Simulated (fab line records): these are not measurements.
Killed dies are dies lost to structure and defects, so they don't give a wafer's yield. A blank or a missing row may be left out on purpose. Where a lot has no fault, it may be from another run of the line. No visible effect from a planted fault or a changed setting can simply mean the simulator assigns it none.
Which tool was responsible?	flow n5Finfet	36 wafers sampled from 12 lots at 1 step of a route of 1938

## WHAT THE GAUGES READ, wafer by wafer
N5_BEOL_M2_OVL_MEAS_29.
lot	measured	on	V1_OVL (nm)
L075	day 6 20:21	overlay-01	-0.4 0.1 0.7
L077	day 7 14:37	overlay-02	-0.6 0.0 -0.2
L079	day 8 11:15	overlay-01	0.8 1.5 0.1
L081	day 8 15:21	overlay-01	1.1 1.2 0.8
L083	day 9 10:53	overlay-02	0.0 -0.2 -0.2
L085	day 10 01:20	overlay-01	-0.5 -0.3 -0.7
L086	day 10 11:07	overlay-01	1.1 0.6 0.4
L089	day 10 18:02	overlay-02	0.3 0.0 -0.1
L091	day 10 23:01	overlay-01	0.1 0.7 -0.4
L093	day 11 09:02	overlay-02	0.5 0.5 -0.1
L095	day 12 08:38	overlay-02	0.0 -0.1 -0.1
L097	day 12 17:52	overlay-01	0.3 0.5 0.7

## TOOL THAT RAN EACH LOT (tool first, then ch and the chambers of the sampled wafers, then the start)
Record: no process step prior to these readings.

## THE ANSWER, worked out from the rows above alone
Rule: what is usual is taken from the lots themselves. The widest of any qualifying gaps counts: lots, ordered by their means at a reading, are off when they make up no more than a third of the lots, leave a main group of 4 or more, and stand apart from it by 3 or more times the standard deviation of that group's means. If all means in a main group match to the digits the tables above print for the reading, that group is not used. A lot without any number at a reading at which 4 lots or more have one is off too. Any other lot the step has rows for is counted as sound.
No lot is off at any reading shown: from this, nothing can be told.

## WHAT THE SIMULATOR HAD INSERTED
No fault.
